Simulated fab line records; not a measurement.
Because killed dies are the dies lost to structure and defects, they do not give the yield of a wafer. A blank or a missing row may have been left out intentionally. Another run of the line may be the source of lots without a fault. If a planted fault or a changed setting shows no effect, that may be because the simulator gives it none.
Split-lot trial :: flow n5Finfet :: route with 1938 steps; 7 lots, 21 wafers read

THE SPLIT ITSELF
At N5_SD_EPI_N_DESCUM_14 (chemistry O2, time 7.9 s), the setting timeS was moved away from the recipe's 7.9 s on 8 of the 21 wafers read, by -9.3% to +19.3%. All remaining wafers had this setting at the recipe value.

The file shows no step between the split and the reading.

THE READING
CAR-ArF-block_of_SD_EPI_N_COAT_03.thkNm (the simulator's own value, which no gauge read), in nm, at N5_SD_EPI_N_ETCH_34 (etches SiARC in CF4, target depth 45.5 nm, time 75.8 s). No usual value for it is given in the file. Across the 13 wafers here that went through the recipe, the average is 111.2 nm and the standard deviation 0.51 nm.

wafer: L078.2
tool, chamber at the split: rieDiel-02, 0
timeS as run, s: 7.9
against the recipe: recipe
CAR-ArF-block_of_SD_EPI_N_COAT_03.thkNm, nm: 111.4
against lot-mates on the recipe: -

wafer: L078.4
tool, chamber at the split: rieDiel-02, 2
timeS as run, s: 7.9
against the recipe: recipe
CAR-ArF-block_of_SD_EPI_N_COAT_03.thkNm, nm: 111.2
against lot-mates on the recipe: -

wafer: L078.6
tool, chamber at the split: rieDiel-02, 2
timeS as run, s: 7.9
against the recipe: recipe
CAR-ArF-block_of_SD_EPI_N_COAT_03.thkNm, nm: 111.6
against lot-mates on the recipe: -

wafer: L081.2
tool, chamber at the split: rieDiel-05, 0
timeS as run, s: 8.4
against the recipe: +6.3%
CAR-ArF-block_of_SD_EPI_N_COAT_03.thkNm, nm: 111.2
against lot-mates on the recipe: -0.4

wafer: L081.3
tool, chamber at the split: rieDiel-05, 1
timeS as run, s: 7.9
against the recipe: recipe
CAR-ArF-block_of_SD_EPI_N_COAT_03.thkNm, nm: 111.6
against lot-mates on the recipe: -

wafer: L081.4
tool, chamber at the split: rieDiel-05, 2
timeS as run, s: 8.4
against the recipe: +6.3%
CAR-ArF-block_of_SD_EPI_N_COAT_03.thkNm, nm: 111.4
against lot-mates on the recipe: -0.2

wafer: L083.2
tool, chamber at the split: rieDiel-05, 3
timeS as run, s: 7.9
against the recipe: recipe
CAR-ArF-block_of_SD_EPI_N_COAT_03.thkNm, nm: 111.4
against lot-mates on the recipe: -

wafer: L083.4
tool, chamber at the split: rieDiel-05, 1
timeS as run, s: 9.423
against the recipe: +19.3%
CAR-ArF-block_of_SD_EPI_N_COAT_03.thkNm, nm: 110.4
against lot-mates on the recipe: -1.0

wafer: L083.5
tool, chamber at the split: rieDiel-05, 2
timeS as run, s: 9.423
against the recipe: +19.3%
CAR-ArF-block_of_SD_EPI_N_COAT_03.thkNm, nm: 110.2
against lot-mates on the recipe: -1.2

wafer: L085.1
tool, chamber at the split: rieDiel-02, 2
timeS as run, s: 7.9
against the recipe: recipe
CAR-ArF-block_of_SD_EPI_N_COAT_03.thkNm, nm: 111.6
against lot-mates on the recipe: -

wafer: L085.2
tool, chamber at the split: rieDiel-02, 1
timeS as run, s: 7.9
against the recipe: recipe
CAR-ArF-block_of_SD_EPI_N_COAT_03.thkNm, nm: 111.6
against lot-mates on the recipe: -

wafer: L085.3
tool, chamber at the split: rieDiel-02, 0
timeS as run, s: 8.501
against the recipe: +7.6%
CAR-ArF-block_of_SD_EPI_N_COAT_03.thkNm, nm: 111
against lot-mates on the recipe: -0.6

wafer: L089.1
tool, chamber at the split: rieDiel-05, 1
timeS as run, s: 7.9
against the recipe: recipe
CAR-ArF-block_of_SD_EPI_N_COAT_03.thkNm, nm: 110.4
against lot-mates on the recipe: -

wafer: L089.3
tool, chamber at the split: rieDiel-05, 2
timeS as run, s: 7.9
against the recipe: recipe
CAR-ArF-block_of_SD_EPI_N_COAT_03.thkNm, nm: 110.8
against lot-mates on the recipe: -

wafer: L089.5
tool, chamber at the split: rieDiel-05, 0
timeS as run, s: 7.9
against the recipe: recipe
CAR-ArF-block_of_SD_EPI_N_COAT_03.thkNm, nm: 110.6
against lot-mates on the recipe: -

wafer: L092.1
tool, chamber at the split: rieDiel-05, 3
timeS as run, s: 7.9
against the recipe: recipe
CAR-ArF-block_of_SD_EPI_N_COAT_03.thkNm, nm: 111.6
against lot-mates on the recipe: -

wafer: L092.3
tool, chamber at the split: rieDiel-05, 0
timeS as run, s: 8.477
against the recipe: +7.3%
CAR-ArF-block_of_SD_EPI_N_COAT_03.thkNm, nm: 111.2
against lot-mates on the recipe: -0.5

wafer: L092.6
tool, chamber at the split: rieDiel-05, 0
timeS as run, s: 7.9
against the recipe: recipe
CAR-ArF-block_of_SD_EPI_N_COAT_03.thkNm, nm: 111.8
against lot-mates on the recipe: -

wafer: L095.3
tool, chamber at the split: rieDiel-02, 2
timeS as run, s: 7.162
against the recipe: -9.3%
CAR-ArF-block_of_SD_EPI_N_COAT_03.thkNm, nm: 111.4
against lot-mates on the recipe: +1.2

wafer: L095.5
tool, chamber at the split: rieDiel-02, 1
timeS as run, s: 7.162
against the recipe: -9.3%
CAR-ArF-block_of_SD_EPI_N_COAT_03.thkNm, nm: 111.2
against lot-mates on the recipe: +1.0

wafer: L095.6
tool, chamber at the split: rieDiel-02, 2
timeS as run, s: 7.9
against the recipe: recipe
CAR-ArF-block_of_SD_EPI_N_COAT_03.thkNm, nm: 110.2
against lot-mates on the recipe: -

THE FIT
A straight line over all 21 wafers: CAR-ArF-block_of_SD_EPI_N_COAT_03.thkNm changes by -0.0336 nm for each +1% of timeS; r = -0.47; the points scatter about the line by 0.46 nm.
The same after taking each lot's own level away (the mean of its wafers on the recipe; 21 wafers): -0.071 nm for each +1%; r = -0.94; scatter 0.19 nm.
That fit puts the effect of the largest move of timeS on the reading at 1.4 nm.
The span of the lots' own levels, 110.20 to 111.70 nm, comes to 2.9 times the standard deviation stated above.
So the lot-to-lot level blurs the effect unless lot-mates are compared.
Check: for one of the wafers moved furthest among these (+19.3%), held out of the fit, the line's prediction against its lot-mates is -1.44 nm. It came out at -1 nm against them.

THE WHOLE CHAIN: every reading that the file lists as answering this split, in the file's order
step: N5_SD_EPI_N_DESCUM_14
what it does: chemistry O2, time 7.9 s
reading: CAR-ArF-block_of_SD_EPI_N_COAT_03.thkNm (the simulator's own value, which no gauge read)
change (the file's fit): -0.0712 nm for each +1% of the setting
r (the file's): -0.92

step: N5_SD_EPI_N_ETCH_34
what it does: etches SiARC in CF4, target depth 45.5 nm, time 75.8 s
reading: CAR-ArF-block_of_SD_EPI_N_COAT_03.thkNm (the simulator's own value, which no gauge read)
change (the file's fit): -0.0682 nm for each +1% of the setting
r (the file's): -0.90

FILE'S OWN FIT
CAR-ArF-block_of_SD_EPI_N_COAT_03.thkNm changes by -0.0682 nm for each +1% of timeS, r = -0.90.
